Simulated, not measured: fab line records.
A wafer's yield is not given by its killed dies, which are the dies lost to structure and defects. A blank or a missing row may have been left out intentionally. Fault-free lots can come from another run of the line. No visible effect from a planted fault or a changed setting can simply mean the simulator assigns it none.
A struck lot beside a sound one	flow nand-harc	16 out of 1302 route steps
Sound: the wafers L501.3, L501.4, L501.6. Wafers struck: L509.2, L509.4, L509.5. The cause is given at the end.
For every step that has rows: the tool of each side, followed by ch and its chambers, followed by its first start. Under that, the readings that differ: sound wafers	struck wafers	difference of the means	sigmas: that difference in standard deviations of wafers without a fault.
alike: same words and numbers on both sides, and readings whose means sit less than 2 such deviations apart. not compared: any withheld reading, any reading some wafer has no value for, any bound like >300 that may hide the same value, and any number with overlapping values for which the record gives no deviation.
Wherever a step has rows on one side only, a row that says differs or no value, or a row with sigmas, the two part there. When numbers do not overlap yet have no deviation, they are printed without sigmas and do not part them. A reading missing from all wafers of one side parts the sides only when that side holds two or more wafers.

NHARC_A_M1_INSPECT_11:
  sound on defect-inspect-01 at day 23 14:38; struck on defect-inspect-01 at day 26 04:51
  alike: raw-defect-count
NHARC_A_M1_DESCUM_14: chemistry O2, time 3 s.
  sound on rie-diel-01 ch 1,2,3, day 23 14:42; struck on rie-diel-01 ch 1,2,3, day 26 04:55
  alike: drypump-motor-current-A, oes-product-au, rf-vpp-V, showerhead-plenum-p-Torr, throttle-valve-pct
  not compared: rf-hours-counter-h
NHARC_A_M1_ETCH_35: etches the open film in N2/H2, target depth 40 nm, overetch 12 nm, time 43.94 s.
  sound on rie-diel-01 ch 0,1, day 23 14:47; struck on rie-diel-01 ch 0,1,2, day 26 05:00
  alike: drypump-motor-current-A, oes-product-au, rf-vpp-V, showerhead-plenum-p-Torr, throttle-valve-pct
  not compared: rf-hours-counter-h
then, 1 step without rows for these wafers: NHARC_A_M1_ETCH_15 (etches the open film in C4F8/Ar, target depth 182.5 nm, time 91.2 s).
NHARC_A_M1_CD_MEAS_16:
  sound on cd-sem-01 at day 23 15:01; struck on cd-sem-01 at day 26 05:14
  alike: cd-nm
then, 1 step without rows for these wafers: NHARC_A_M1_STRIP_18 (strips in N2/H2).
NHARC_A_M1_ETCH_28: etches the open film in CF4/N2, target depth 30 nm, time 72.99 s.
  sound on rie-diel-01 ch 0,3; struck on rie-diel-13 ch 1,2
  alike: drypump-motor-current-A, oes-product-au, rf-vpp-V, showerhead-plenum-p-Torr, throttle-valve-pct
  not compared: rf-hours-counter-h
then, 1 step without rows for these wafers: NHARC_A_M1_STRIP_19 (strips in post etch residue remover, time 600 s).
NHARC_A_M1_DEGAS_29: time 60 s.
  sound on pvd-sputter-03 at day 23 15:43; struck on pvd-sputter-01 at day 26 05:57
  alike: heater-power-w
then, 3 steps without rows for these wafers: NHARC_A_M1_PRE_CLEAN_30 (time 30 s); NHARC_A_M1_PVD_20 (deposits TaN, target thk 5 nm, time 8.06 s); NHARC_A_M1_PVD_21 (deposits Cu, target thk 30 nm, time 20.49 s).
NHARC_A_M1_ECD_22: material Cu, target thk 400 nm.
  sound on ecd-cu-02 ch 0,1, day 23 16:11; struck on ecd-cu-01 ch 0, day 26 06:18
NHARC_A_M1_ANNEAL_31: time 90 s.
  sound on rtp-anneal-01 ch 0, day 23 16:34; struck on rtp-anneal-02 ch 0, day 26 06:44
  alike: wafer_temp_C_max
NHARC_A_M1_CMP_23: polishes, t overpolish 20 s, target thk 154.34 nm.
  sound on cmp-04 ch 0,1, day 23 16:48; struck on cmp-02 ch 2,3, day 26 07:03
reading	sound	struck	difference	sigmas
time-to-endpoint-s (s)	31.2 33.0 31.1	17.1 20.1 19.2	-13.0	-5
  alike: motor-current-A
NHARC_A_M1_THK_MEAS_24: measures by xrf.
  sound on film-metro-01 at day 23 17:07; struck on film-metro-02 at day 26 07:20
  alike: thk-nm

## WHERE THEY PART
Only at NHARC_A_M1_CMP_23, as far as this record shows. Later steps at which nothing parts them and some readings are alike: NHARC_A_M1_THK_MEAS_24.

WHY: the cause the simulator had injected
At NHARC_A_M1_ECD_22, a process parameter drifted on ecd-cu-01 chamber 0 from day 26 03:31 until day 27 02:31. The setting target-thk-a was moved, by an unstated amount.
